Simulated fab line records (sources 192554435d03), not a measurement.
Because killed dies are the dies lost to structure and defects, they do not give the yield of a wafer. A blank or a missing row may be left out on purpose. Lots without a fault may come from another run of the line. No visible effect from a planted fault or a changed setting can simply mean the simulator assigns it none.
fab line records	flow n5_finfet	part 1 of 2: steps 1 to 16 of 27
record lots=5	wafers=15	last_day=18
route steps=1938 shown GATE_CUT@493 MOL_CONTACT_COAG@517
lots with no fault: from the same line, run without faults
start_h: hours from the record's opening day to when the first of the lot's shown wafers began	wait_h: time in hours since the lot's previous step	" repeats the value in the row above	L1.1+2: several wafers, shown together as one row	- no value, or no start given	* or withheld: withheld	< > ~ a bound
route shown NAME@n: a module of which the file shows steps, and the number in the route of the first	usual: mean/standard deviation taken from wafers without a fault	same: alike in all rows	chamber/n: place in a boat	sites: per-site readings	_std_site: how widely they spread, as a standard deviation	_edge_site: inner sites' mean taken away from outer sites' mean	radius_mm: how far each site lies from the wafer's centre	mask NAME#n: copy n	behind: the last tool/chamber to shape the wafer	hold: why the lot went on hold/how many hours it stayed there/how the hold came to an end	device: which transistor (n, p or np) failed to switch	end of line: the tests these same wafers got at the end of their route	step lacking rows: just its recipe	killed: at the first sort, the dies lost to defects and structure; wafer yield is something else	map: dies across one wafer; x = killed, . = not, _ = none there
set.NAME: the setting the step ran with; set.NAME@STEP: the setting that earlier step ran with	model.NAME: the simulator's own value behind a step, which no gauge read
lots seen at some steps along the route; tables by step, rows by wafer
services: a tool's chamber out of use, with start hour (start_h, from the record's first day; less than 0 if before it), hours out, and reason
## steps
# step N5_GATE_CUT_ETCH_37
# recipe chemistry=N2/H2	target=SOC	target_depth_a=600	overetch_a=120	mask_material=SiARC	temp_c=40	time_s=90	ion_energy_ev=200	pressure_mtorr=30	source_w=840	bias_w=150	n2_flow_sccm=200	h2_flow_sccm=200
# usual drypump_motor_current_A=5.8/0.39	oes_product_au=0.67/0.052	rf_vpp_V=524.6/2.1	showerhead_plenum_p_Torr=2.57/0.074	throttle_valve_pct=17.95/0.25
lot.wafer	tool	chamber	start_h	wait_h	drypump_motor_current_A	oes_product_au	rf_hours_counter_h	rf_vpp_V	showerhead_plenum_p_Torr	throttle_valve_pct
L078.2	rie_diel-06	0	106.94	0.0	5.4	0.66	170	522.4	2.52	18.13
L078.3	"	3	"	"	6.0	0.66	178	520.0	2.44	18.10
L078.5	"	1	"	"	5.3	0.70	-	523.4	2.56	17.92
L083.2	rie_diel-03	3	139.20	0.0	6.3	0.62	255	525.6	2.61	17.78
L083.5	"	1	"	"	5.7	0.64	-	526.3	2.65	17.99
L083.6	"	3	"	"	6.3	0.62	-	526.2	2.61	17.77
L093.1	rie_diel-04	0	200.03	0.0	6.1	0.77	73	524.0	2.59	17.49
L093.3	"	3	"	"	5.3	0.66	193	526.3	2.64	18.20
L093.6	"	2	"	"	6.4	0.60	-	525.6	2.62	18.23
L095.2	rie_diel-06	3	206.93	0.0	6.0	0.64	205	519.2	2.42	18.14
L095.3	"	2	"	"	5.5	0.72	86	522.9	2.47	17.76
L095.6	"	1	"	"	5.3	0.67	-	523.9	2.55	17.97
L096.1	rie_diel-03	0	218.68	0.0	6.2	0.62	248	525.7	2.61	18.26
L096.3	"	1	"	"	5.7	0.62	212	526.5	2.63	18.04
L096.5	"	2	"	"	5.7	0.72	-	522.7	2.46	17.58
# step N5_GATE_CUT_STRIP_38
# recipe chemistry=N2/H2	temp_c=40	n2_flow_sccm=200	h2_flow_sccm=200	rf_frequency_hz=6e+07
lot.wafer	tool	chamber	start_h	wait_h
L078.2+3+5	rie_diel-06	0,3,1	107.00	0.0
L083.2+5+6	rie_diel-03	3,1,3	139.26	0.0
L093.1+3+6	rie_diel-04	0,3,2	200.09	0.0
L095.2+3+6	rie_diel-06	3,2,1	207.00	0.0
L096.1+3+5	rie_diel-03	0,1,2	218.75	0.0
# step N5_GATE_CUT_STRIP_39
# recipe chemistry=N2/H2	temp_c=40	n2_flow_sccm=200	h2_flow_sccm=200	rf_frequency_hz=6e+07
lot.wafer	tool	chamber	start_h	wait_h
L078.2+3+5	rie_diel-06	0,3,1	107.01	0.0
L083.2+5+6	rie_diel-03	3,1,3	139.27	0.0
L093.1+3+6	rie_diel-04	0,3,2	200.10	0.0
L095.2+3+6	rie_diel-06	3,2,1	207.01	0.0
L096.1+3+5	rie_diel-03	0,1,2	218.76	0.0
# step N5_GATE_CUT_HM_OPEN_40
# recipe chemistry=C4F6/O2	target=SiO2	mask_material=SiARC	target_depth_a=1390	time_s=85.1	ion_energy_ev=250	pressure_mtorr=30	source_w=345	bias_w=185	Ar_flow_sccm=300	C4F6_flow_sccm=10	O2_flow_sccm=10	ends=cleared
# usual drypump_motor_current_A=5.8/0.39	etch_rf_on_time_s=94.8/2.5	oes_product_au=0.67/0.053	rf_vpp_V=664/9.4	showerhead_plenum_p_Torr=2.87/0.079	throttle_valve_pct=21.06/0.24
lot.wafer	tool	chamber	start_h	wait_h	drypump_motor_current_A	etch_rf_on_time_s	oes_product_au	rf_hours_counter_h	rf_vpp_V	showerhead_plenum_p_Torr	throttle_valve_pct
L078.2	rie_diel-06	0	107.02	0.0	5.4	93.3	0.66	170	673	2.84	21.33
L078.3	"	3	"	"	6.0	93.5	0.65	178	651	2.72	21.19
L078.5	"	1	"	"	5.3	94.0	0.69	-	650	2.88	21.05
L083.2	rie_diel-03	3	139.28	0.0	6.3	94.8	0.61	255	669	2.91	20.85
L083.5	"	1	"	"	5.8	96.0	0.64	-	659	2.94	21.03
L083.6	"	3	"	"	6.3	99.5	0.61	-	670	2.91	20.86
L093.1	rie_diel-04	0	200.11	0.0	6.1	96.2	0.75	73	684	2.87	20.40
L093.3	"	3	"	"	5.3	92.5	0.67	193	664	2.94	21.26
L093.6	"	2	"	"	6.4	92.5	0.61	-	670	2.91	21.24
L095.2	rie_diel-06	3	207.02	0.0	6.0	95.5	0.63	205	650	2.70	21.21
L095.3	"	2	"	"	5.5	91.1	0.73	86	659	2.76	20.84
L095.6	"	1	"	"	5.3	95.6	0.66	-	650	2.87	21.09
L096.1	rie_diel-03	0	218.77	0.0	6.2	95.0	0.62	248	673	2.91	21.30
L096.3	"	1	"	"	5.7	98.1	0.61	212	660	2.93	21.05
L096.5	"	2	"	"	5.7	91.3	0.74	-	664	2.80	20.92
# step N5_GATE_CUT_STRIP_41
# recipe chemistry=CF4	resist=SiARC	power_w=300	bias_power_w=75	pressure_mtorr=50	cf4_flow_sccm=150	rf_frequency_hz=6e+07
# usual drypump_motor_current_A=5.8/0.39	oes_product_au=0.173/0.014	rf_vpp_V=271.5/1.3	showerhead_plenum_p_Torr=1.81/0.047	throttle_valve_pct=13.71/0.25
lot.wafer	tool	chamber	start_h	wait_h	drypump_motor_current_A	oes_product_au	rf_hours_counter_h	rf_vpp_V	showerhead_plenum_p_Torr	throttle_valve_pct
L078.2	rie_diel-06	0	107.08	0.0	5.4	0.177	170	272.5	1.80	14.02
L078.3	"	3	"	"	6.0	0.173	178	269.3	1.71	13.87
L078.5	"	1	"	"	5.3	0.180	-	270.7	1.80	13.51
L083.2	rie_diel-03	3	139.34	0.0	6.3	0.164	255	271.4	1.82	13.62
L083.5	"	1	"	"	5.7	0.160	-	272.8	1.87	13.80
L083.6	"	3	"	"	6.3	0.164	-	272.1	1.82	13.62
L093.1	rie_diel-04	0	200.17	0.0	6.1	0.197	73	271.9	1.83	13.19
L093.3	"	3	"	"	5.3	0.174	194	272.6	1.84	13.90
L093.6	"	2	"	"	6.4	0.162	-	273.2	1.82	13.92
L095.2	rie_diel-06	3	207.08	0.0	6.0	0.168	205	269.3	1.71	13.91
L095.3	"	2	"	"	5.5	0.184	86	269.8	1.74	13.51
L095.6	"	1	"	"	5.3	0.177	-	270.1	1.79	13.56
L096.1	rie_diel-03	0	218.83	0.0	6.2	0.158	248	270.8	1.83	13.97
L096.3	"	1	"	"	5.7	0.161	212	273.2	1.86	13.87
L096.5	"	2	"	"	5.7	0.190	-	269.3	1.75	13.37
# step N5_GATE_CUT_STRIP_42
# recipe chemistry=O2	power_w=400	temp_c=40	pressure_mtorr=30	rf_frequency_hz=6e+07	bias_power_w=0	overash_fraction=0.3	o2_flow_sccm=225
# usual drypump_motor_current_A=5.8/0.4	oes_product_au=0.74/0.059	rf_vpp_V=3.7/0.5	showerhead_plenum_p_Torr=2.12/0.06	throttle_valve_pct=16.80/0.24
lot.wafer	tool	chamber	start_h	wait_h	drypump_motor_current_A	oes_product_au	rf_hours_counter_h	rf_vpp_V	showerhead_plenum_p_Torr	throttle_valve_pct
L078.2	rie_diel-06	0	107.10	0.0	5.4	0.71	170	4.2	2.09	17.06
L078.3	"	3	"	"	6.0	0.73	178	2.8	1.99	16.91
L078.5	"	1	"	"	5.3	0.78	-	3.8	2.12	16.71
L083.2	rie_diel-03	3	139.36	0.0	6.3	0.67	255	4.0	2.16	16.70
L083.5	"	1	"	"	5.7	0.71	-	3.8	2.16	16.73
L083.6	"	3	"	"	6.3	0.68	-	3.7	2.16	16.71
L093.1	rie_diel-04	0	200.19	0.0	6.1	0.85	73	4.0	2.13	16.26
L093.3	"	3	"	"	5.4	0.74	194	3.9	2.17	17.01
L093.6	"	2	"	"	6.4	0.69	-	2.8	2.14	16.98
L095.2	rie_diel-06	3	207.10	0.0	6.0	0.70	205	3.3	1.98	16.96
L095.3	"	2	"	"	5.5	0.80	86	3.4	2.03	16.62
L095.6	"	1	"	"	5.3	0.74	-	3.9	2.11	16.77
L096.1	rie_diel-03	0	218.85	0.0	6.2	0.68	248	4.3	2.16	17.14
L096.3	"	1	"	"	5.7	0.68	212	4.1	2.15	16.78
L096.5	"	2	"	"	5.7	0.81	-	4.2	2.05	16.56
# step N5_GATE_CUT_ETCH_19
# recipe chemistry=CH3F/O2	target=SiNx	mask_material=SiO2	target_depth_a=537	time_s=76.7	pressure_mtorr=30	source_w=395	bias_w=73	Ar_flow_sccm=150	CH3F_flow_sccm=30	O2_flow_sccm=20	ion_energy_ev=120	ends=cleared
# usual drypump_motor_current_A=5.8/0.39	etch_rf_on_time_s=78.0/1.6	oes_product_au=0.63/0.051	rf_vpp_V=297/4.4	showerhead_plenum_p_Torr=2.02/0.058	throttle_valve_pct=16.48/0.24
lot.wafer	tool	chamber	start_h	wait_h	drypump_motor_current_A	etch_rf_on_time_s	oes_product_au	rf_hours_counter_h	rf_vpp_V	showerhead_plenum_p_Torr	throttle_valve_pct
L078.2	rie_diel-06	0	107.14	0.0	5.4	78.5	0.62	170	300	1.99	16.75
L078.3	"	3	"	"	6.0	78.2	0.61	178	289	1.90	16.62
L078.5	"	1	"	"	5.3	79.3	0.65	-	289	2.02	16.40
L083.2	rie_diel-03	3	139.40	0.0	6.3	79.6	0.58	255	299	2.05	16.33
L083.5	"	1	"	"	5.7	79.5	0.59	-	293	2.07	16.48
L083.6	"	3	"	"	6.3	79.5	0.58	-	299	2.05	16.37
L093.1	rie_diel-04	0	200.23	0.0	6.1	79.6	0.72	73	305	2.02	15.88
L093.3	"	3	"	"	5.3	77.8	0.62	194	296	2.07	16.69
L093.6	"	2	"	"	6.4	76.2	0.58	-	299	2.05	16.70
L095.2	rie_diel-06	3	207.14	0.0	6.0	79.2	0.60	205	290	1.90	16.66
L095.3	"	2	"	"	5.5	75.0	0.69	86	295	1.94	16.29
L095.6	"	1	"	"	5.3	79.6	0.63	-	289	2.01	16.44
L096.1	rie_diel-03	0	218.89	0.0	6.2	77.6	0.59	248	302	2.05	16.75
L096.3	"	1	"	"	5.7	79.4	0.58	212	293	2.06	16.53
L096.5	"	2	"	"	5.7	74.5	0.70	-	297	1.96	16.24
# step N5_GATE_CUT_CUT_ETCH_53
# recipe chemistry=SF6/Cl2	target=W	mask_material=SiO2	target_depth_a=792	pressure_mtorr=8	icp_w=900	bias_w=80	SF6_flow_sccm=40	Cl2_flow_sccm=60	ends=cleared
# usual drypump_motor_current_A=5.6/0.4	etch_rf_on_time_s=26.5/0.53	oes_product_au=0.72/0.1	throttle_valve_pct=28.81/0.22
lot.wafer	tool	chamber	start_h	wait_h	drypump_motor_current_A	etch_rf_on_time_s	oes_product_au	rf_hours_counter_h	throttle_valve_pct
L078.2	rie_metal-01	1	107.25	0.1	5.9	26.2	0.64	85	28.78
L078.3	"	0	"	"	5.9	26.9	0.71	-	28.39
L078.5	"	1	"	"	5.9	26.1	0.63	-	28.78
L083.2	rie_metal-01	1	139.51	0.1	5.8	26.2	0.63	87	28.79
L083.5	"	0	"	"	5.9	27.0	0.70	-	28.38
L083.6	"	1	"	"	5.8	26.2	0.62	-	28.78
L093.1	rie_metal-02	0	200.34	0.1	5.2	25.3	0.87	2	28.76
L093.3	"	0	"	"	5.2	25.4	0.88	-	28.76
L093.6	"	0	"	"	5.2	25.2	0.87	-	28.77
L095.2	rie_metal-01	1	207.25	0.1	5.8	26.5	0.61	94	28.78
L095.3	"	1	"	"	5.9	26.2	0.61	-	28.80
L095.6	"	1	"	"	5.8	26.4	0.61	-	28.81
L096.1	rie_metal-03	1	219.00	0.1	4.9	27.0	0.79	12	28.99
L096.3	"	0	"	"	6.0	27.2	0.63	-	28.79
L096.5	"	0	"	"	6.0	27.2	0.63	-	28.79
# step N5_GATE_CUT_CUT_ETCH_54
# recipe chemistry=Cl2/BCl3	target=TiN	mask_material=SiO2	target_depth_a=967	pressure_mtorr=10	icp_w=1000	bias_w=126	Cl2_flow_sccm=53.25	bcl3_flow_sccm=21.75	Ar_flow_sccm=25	ends=cleared
# usual bcl3_flow_sccm=21.74/0.066	drypump_motor_current_A=5.6/0.41	etch_rf_on_time_s=36.9/0.79	oes_product_au=0.72/0.11	throttle_valve_pct=22.17/0.22
lot.wafer	tool	chamber	start_h	wait_h	bcl3_flow_sccm	drypump_motor_current_A	etch_rf_on_time_s	oes_product_au	rf_hours_counter_h	throttle_valve_pct
L078.2	rie_metal-01	1	107.31	0.0	21.68	5.9	35.8	0.64	85	22.08
L078.3	"	0	"	"	21.69	6.0	37.3	0.71	-	21.75
L078.5	"	1	"	"	21.80	5.8	36.0	0.64	-	22.06
L083.2	rie_metal-01	1	139.57	0.0	21.73	5.8	36.3	0.63	87	22.08
L083.5	"	0	"	"	21.77	6.0	36.8	0.71	-	21.76
L083.6	"	1	"	"	21.77	5.8	36.3	0.63	-	22.08
L093.1	rie_metal-02	0	200.46	0.1	21.84	5.2	35.3	0.87	2	22.11
L093.3	"	0	"	"	21.69	5.2	35.1	0.87	-	22.11
L093.6	"	0	"	"	21.73	5.2	35.2	0.87	-	22.12
L095.2	rie_metal-01	1	207.31	0.0	21.69	5.8	36.8	0.62	94	22.11
L095.3	"	1	"	"	21.66	5.8	36.7	0.61	-	22.12
L095.6	"	1	"	"	21.66	5.9	36.5	0.62	-	22.11
L096.1	rie_metal-03	1	219.06	0.0	21.71	4.9	38.1	0.79	12	22.35
L096.3	"	0	"	"	21.77	6.0	37.8	0.63	-	22.30
L096.5	"	0	"	"	21.78	6.0	38.0	0.63	-	22.30
# step N5_GATE_CUT_CUT_ETCH_55
# recipe chemistry=BCl3	target=HfO2	mask_material=SiO2	target_depth_a=32	ion_energy_ev=30	pressure_mtorr=5	icp_w=450	bias_w=18	bcl3_flow_sccm=80
# usual bcl3_flow_sccm=79.97/0.24	drypump_motor_current_A=5.6/0.41	oes_product_au=0.80/0.12	throttle_valve_pct=33.1/0.44
lot.wafer	tool	chamber	start_h	wait_h	bcl3_flow_sccm	drypump_motor_current_A	oes_product_au	rf_hours_counter_h	throttle_valve_pct
L078.2	rie_metal-01	1	107.37	0.0	80.27	5.9	0.70	85	32.6
L078.3	"	0	"	"	80.09	5.9	0.80	-	32.4
L078.5	"	1	"	"	79.61	5.9	0.71	-	32.6
L083.2	rie_metal-01	1	139.63	0.0	79.92	5.8	0.70	87	32.6
L083.5	"	0	"	"	79.86	5.9	0.79	-	32.4
L083.6	"	1	"	"	80.09	5.8	0.70	-	32.6
L093.1	rie_metal-02	0	200.58	0.1	80.35	5.2	0.96	2	33.2
L093.3	"	0	"	"	79.90	5.2	0.95	-	33.2
L093.6	"	0	"	"	79.73	5.2	0.95	-	33.2
L095.2	rie_metal-01	1	207.37	0.0	79.79	5.8	0.68	94	32.6
L095.3	"	1	"	"	80.15	5.8	0.68	-	32.6
L095.6	"	1	"	"	80.05	5.8	0.69	-	32.6
L096.1	rie_metal-03	1	219.12	0.0	79.94	4.9	0.89	12	33.6
L096.3	"	0	"	"	79.52	6.0	0.71	-	33.1
L096.5	"	0	"	"	79.62	6.0	0.71	-	33.1
# step N5_GATE_CUT_ETCH_47
# recipe chemistry=Cl2/BCl3	target=SiO2	target_depth_a=100	pressure_mtorr=10	icp_w=1000	bias_w=126	Cl2_flow_sccm=53.25	bcl3_flow_sccm=21.75	Ar_flow_sccm=25
# usual bcl3_flow_sccm=21.75/0.066	drypump_motor_current_A=5.6/0.41	oes_product_au=0.80/0.12	throttle_valve_pct=22.71/0.22
lot.wafer	tool	chamber	start_h	wait_h	bcl3_flow_sccm	drypump_motor_current_A	oes_product_au	rf_hours_counter_h	throttle_valve_pct
L078.2	rie_metal-01	1	107.40	0.0	21.75	5.8	0.71	85	22.61
L078.3	"	0	"	"	21.76	5.9	0.79	-	22.28
L078.5	"	1	"	"	21.67	5.9	0.71	-	22.63
L083.2	rie_metal-01	1	139.66	0.0	21.75	5.9	0.70	87	22.61
L083.5	"	0	"	"	21.70	5.9	0.79	-	22.28
L083.6	"	1	"	"	21.78	5.8	0.70	-	22.62
L093.1	rie_metal-02	0	200.64	0.1	21.67	5.2	0.94	2	22.67
L093.3	"	0	"	"	21.77	5.2	0.96	-	22.66
L093.6	"	0	"	"	21.64	5.2	0.96	-	22.67
L095.2	rie_metal-01	1	207.40	0.0	21.67	5.8	0.69	94	22.65
L095.3	"	1	"	"	21.70	5.9	0.69	-	22.65
L095.6	"	1	"	"	21.71	5.9	0.69	-	22.63
L096.1	rie_metal-03	1	219.15	0.0	21.73	4.9	0.88	12	22.88
L096.3	"	0	"	"	21.68	6.0	0.70	-	22.81
L096.5	"	0	"	"	21.77	6.0	0.70	-	22.82
# step N5_GATE_CUT_VAPOR_ETCH_48
# recipe chemistry=BCl3/Cl2	target=TiN	mode=isotropic
# usual drypump_motor_current_A=5.6/0.41	oes_product_au=0.79/0.11
lot.wafer	tool	chamber	start_h	wait_h	drypump_motor_current_A	oes_product_au
L078.2	rie_metal-01	1	107.43	0.0	5.9	0.70
L078.3	"	0	"	"	5.9	0.78
L078.5	"	1	"	"	5.8	0.70
L083.2	rie_metal-01	1	139.69	0.0	5.9	0.68
L083.5	"	0	"	"	5.9	0.77
L083.6	"	1	"	"	5.9	0.69
L093.1	rie_metal-02	0	200.70	0.1	5.2	0.96
L093.3	"	0	"	"	5.2	0.95
L093.6	"	0	"	"	5.2	0.96
L095.2	rie_metal-01	1	207.43	0.0	5.8	0.67
L095.3	"	1	"	"	5.9	0.68
L095.6	"	1	"	"	5.8	0.67
L096.1	rie_metal-03	1	219.18	0.0	4.9	0.88
L096.3	"	0	"	"	6.0	0.71
L096.5	"	0	"	"	6.0	0.71
# step N5_GATE_CUT_VAPOR_ETCH_49
# recipe chemistry=BCl3/Cl2	target=TiAlC	mode=isotropic
# usual drypump_motor_current_A=5.6/0.41	oes_product_au=0.79/0.11
lot.wafer	tool	chamber	start_h	wait_h	drypump_motor_current_A	oes_product_au
L078.2	rie_metal-01	1	107.46	0.0	5.9	0.70
L078.3	"	0	"	"	5.9	0.78
L078.5	"	1	"	"	5.9	0.70
L083.2	rie_metal-01	1	139.72	0.0	5.9	0.69
L083.5	"	0	"	"	5.9	0.78
L083.6	"	1	"	"	5.9	0.69
L093.1	rie_metal-02	0	200.76	0.1	5.2	0.95
L093.3	"	0	"	"	5.2	0.94
L093.6	"	0	"	"	5.2	0.95
L095.2	rie_metal-01	1	207.46	0.0	5.8	0.68
L095.3	"	1	"	"	5.8	0.68
L095.6	"	1	"	"	5.9	0.68
L096.1	rie_metal-03	1	219.21	0.0	4.9	0.88
L096.3	"	0	"	"	6.0	0.72
L096.5	"	0	"	"	6.0	0.72
# step N5_GATE_CUT_VAPOR_ETCH_51
# recipe chemistry=BCl3/Cl2	target=HfO2	mode=isotropic
# usual drypump_motor_current_A=5.6/0.41	oes_product_au=0.79/0.11
lot.wafer	tool	chamber	start_h	wait_h	drypump_motor_current_A	oes_product_au
L078.2	rie_metal-01	1	107.49	0.0	5.8	0.70
L078.3	"	0	"	"	5.9	0.79
L078.5	"	1	"	"	5.9	0.70
L083.2	rie_metal-01	1	139.75	0.0	5.9	0.69
L083.5	"	0	"	"	5.9	0.78
L083.6	"	1	"	"	5.9	0.70
L093.1	rie_metal-02	0	200.82	0.1	5.2	0.95
L093.3	"	0	"	"	5.2	0.97
L093.6	"	0	"	"	5.2	0.95
L095.2	rie_metal-01	1	207.49	0.0	5.8	0.68
L095.3	"	1	"	"	5.9	0.69
L095.6	"	1	"	"	5.8	0.68
L096.1	rie_metal-03	1	219.24	0.0	4.9	0.88
L096.3	"	0	"	"	6.0	0.71
L096.5	"	0	"	"	6.0	0.71
# step N5_GATE_CUT_STRIP_21
# recipe chemistry=N2/H2	time_s=30	power_w=1000	temp_c=250	pressure_mtorr=withheld	n2_flow_sccm=1750	h2_flow_sccm=3250
# usual drypump_motor_current_A=5.7/0.54	heater_power_w=316/18
lot.wafer	tool	chamber	start_h	wait_h	drypump_motor_current_A	heater_power_w	rf_hours_counter_h
L078.2	plasma_asher-02	0	107.54	0.0	6.1	301	49
L078.3	"	0	"	"	6.1	310	-
L078.5	"	1	"	"	5.0	307	-
L083.2	plasma_asher-02	0	139.80	0.0	6.1	305	55
L083.5	"	0	"	"	6.1	307	-
L083.6	"	1	"	"	4.9	308	-
L093.1	plasma_asher-01	0	200.90	0.1	5.3	346	105
L093.3	"	0	"	"	5.3	347	-
L093.6	"	0	"	"	5.3	346	-
L095.2	plasma_asher-02	0	207.54	0.0	6.1	314	69
L095.3	"	0	"	"	6.1	306	-
L095.6	"	1	"	"	5.0	311	-
L096.1	plasma_asher-02	0	219.29	0.0	6.0	321	72
L096.3	"	0	"	"	6.0	310	-
L096.5	"	1	"	"	5.0	306	-
# step N5_GATE_CUT_STRIP_29
# recipe chemistry=post_etch_residue_remover	time_s=60	temp_c=25	remover_ph=withheld	remover_water_wt_pct=withheld	remover_fluoride_wt_pct=withheld
lot.wafer	tool	chamber	start_h	wait_h
L078.2+3+5	wet_bench-03	0,7,4	107.63	0.1
L083.2+5+6	wet_bench-05	0,4,1	139.89	0.1
L093.1+3+6	wet_bench-01	7,6,0	200.99	0.1
L095.2+3+6	wet_bench-01	7,2,0	207.62	0.1
L096.1+3+5	wet_bench-05	5,7,1	219.37	0.1
